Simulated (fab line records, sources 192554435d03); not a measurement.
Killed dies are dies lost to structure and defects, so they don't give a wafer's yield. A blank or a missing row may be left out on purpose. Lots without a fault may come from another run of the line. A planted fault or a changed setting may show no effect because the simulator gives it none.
Split-lot experiment | flow n5_finfet | 7 lots, 21 wafers read, on a route of 1938 steps

THE SPLIT
At N5_GATE_CUT_HM_DEP_46 (deposits SiO2 from TEOS/O2, target thk 130 nm, time 26.6 s), the setting time_s was moved away from the recipe's 26.6 s on 7 of the 21 wafers read, by -14.5% to +9.2%. The other wafers ran this setting at the recipe's value.

FROM THE SPLIT TO THE READING: what the file shows between them, 13 steps
- N5_GATE_CUT_EXPOSE_10: exposes mask GATE CUT, target cd 20 nm (also split here: dose_mj)
- N5_GATE_CUT_PEB_11: peb time 60 s
- N5_GATE_CUT_DEVELOP_12: develop time 30 s
- N5_GATE_CUT_CD_MEAS_13: target cd 20 nm
- N5_GATE_CUT_DESCUM_18: chemistry O2, time 7 s
- N5_GATE_CUT_ETCH_28: etches underlayer in N2/H2, target depth 13 nm, time 10.4 s
- N5_GATE_CUT_ETCH_36: etches SiARC in CF4, target depth 13 nm, time 21.7 s
- N5_GATE_CUT_ETCH_37: etches SOC in N2/H2, target depth 60 nm, overetch 12 nm, time 90 s
- N5_GATE_CUT_STRIP_38: strips in N2/H2
- N5_GATE_CUT_STRIP_39: strips in N2/H2
- N5_GATE_CUT_HM_OPEN_40: chemistry C4F6/O2, target SiO2, target depth 139 nm, time 85.1 s
- N5_GATE_CUT_STRIP_41: strips in CF4
- N5_GATE_CUT_STRIP_42: strips in O2

THE READING
SiO2_of_GATE_CUT_HM_DEP_46.thk_nm (the simulator's own value, which no gauge read), in nm, at N5_GATE_CUT_ETCH_19 (etches SiNx in CH3F/O2, target depth 53.7 nm, time 76.7 s). The file gives no usual value for it. The 14 wafers here that ran the recipe average 123.6 nm, standard deviation 1.8 nm.

wafer  | tool, chamber at the split | time_s as run, s | against the recipe | SiO2_of_GATE_CUT_HM_DEP_46.thk_nm, nm | against lot-mates on the recipe
L076.1 | pecvd-04, 1                | 27.93            | +5.0%              | 126                                   | +4.4
L076.2 | pecvd-04, 2                | 26.6             | recipe             | 121.6                                 | -
L076.3 | pecvd-04, 0                | 27.93            | +5.0%              | 128.4                                 | +6.8
L080.1 | pecvd-04, 1                | 26.6             | recipe             | 119.6                                 | -
L080.4 | pecvd-04, 1                | 26.6             | recipe             | 122                                   | -
L080.5 | pecvd-04, 2                | 26.6             | recipe             | 126.6                                 | -
L083.2 | pecvd-01, 2                | 26.6             | recipe             | 122.2                                 | -
L083.3 | pecvd-01, 1                | 26.6             | recipe             | 123.4                                 | -
L083.4 | pecvd-01, 1                | 26.6             | recipe             | 124.6                                 | -
L084.3 | pecvd-03, 1                | 22.74            | -14.5%             | 106.4                                 | no lot-mate on the recipe
L084.4 | pecvd-03, 1                | 22.74            | -14.5%             | 106.8                                 | no lot-mate on the recipe
L084.6 | pecvd-03, 0                | 22.74            | -14.5%             | 108.4                                 | no lot-mate on the recipe
L085.3 | pecvd-01, 1                | 26.6             | recipe             | 123                                   | -
L085.4 | pecvd-01, 2                | 26.6             | recipe             | 123.8                                 | -
L085.6 | pecvd-01, 1                | 26.6             | recipe             | 124.6                                 | -
L090.1 | pecvd-04, 2                | 26.6             | recipe             | 124                                   | -
L090.3 | pecvd-04, 0                | 29.05            | +9.2%              | 135.4                                 | +11.4
L090.4 | pecvd-04, 0                | 29.05            | +9.2%              | 136.4                                 | +12.4
L093.1 | pecvd-01, 1                | 26.6             | recipe             | 124.6                                 | -
L093.3 | pecvd-01, 0                | 26.6             | recipe             | 125                                   | -
L093.5 | pecvd-01, 0                | 26.6             | recipe             | 125.8                                 | -

THE FIT
A straight line over all 21 wafers: SiO2_of_GATE_CUT_HM_DEP_46.thk_nm changes by +1.15 nm for each +1% of time_s; r = +0.97; the points scatter about the line by 1.8 nm.
The same after taking each lot's own level away (the mean of its wafers on the recipe; 18 wafers): +1.26 nm for each +1%; r = +0.94; scatter 1.5 nm.
On that fit, the largest move of time_s shifts the reading by 18 nm.
The lots' own levels span 121.60 to 125.13 nm, that is 2.0 times the standard deviation above.
So the lot-to-lot level changes the slope little: the two slopes agree.
Check: with one of the wafers moved furthest among these (+9.2%) left out of the fit, the line predicts +11.6 nm for it against its lot-mates. It came out at +11.4 nm against them.

OTHER SPLITS ON THESE WAFERS
These wafers also went through other splits before the reading. Each is held against what the fit with the lots' levels taken away leaves over:
other split on the same wafers        | wafers away from the commonest value | r with SiO2_of_GATE_CUT_HM_DEP_46.thk_nm (lot level and that fit taken away)
N5_SD_EPI_N_EPI_21 temp_c             | 5                                    | +0.22
N5_HKMG_FIN_PEB_10 peb_time_s         | 8                                    | +0.01
N5_HKMG_FIN_DEVELOP_11 develop_time_s | 7                                    | -0.28
N5_GATE_CUT_EXPOSE_10 dose_mj         | 4                                    | -0.15

THE WHOLE CHAIN: every reading that the file lists as answering this split, in the file's order
step                   | what it does                                                     | reading                                                                            | change (the file's fit)              | r (the file's)
N5_GATE_CUT_HM_DEP_46  | deposits SiO2 from TEOS/O2, target thk 130 nm, time 26.6 s       | SiO2_of_GATE_CUT_HM_DEP_46.thk_nm (the simulator's own value, which no gauge read) | +1.26 nm for each +1% of the setting | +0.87
N5_GATE_CUT_HM_OPEN_40 | chemistry C4F6/O2, target SiO2, target depth 139 nm, time 85.1 s | etch.depth_nm (the simulator's own value, which no gauge read)                     | +1.25 nm for each +1% of the setting | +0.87
N5_GATE_CUT_ETCH_19    | etches SiNx in CH3F/O2, target depth 53.7 nm, time 76.7 s        | SiO2_of_GATE_CUT_HM_DEP_46.thk_nm (the simulator's own value, which no gauge read) | +1.25 nm for each +1% of the setting | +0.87

THE FILE'S OWN FIT
SiO2_of_GATE_CUT_HM_DEP_46.thk_nm changes by +1.25 nm for each +1% of time_s, r = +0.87.
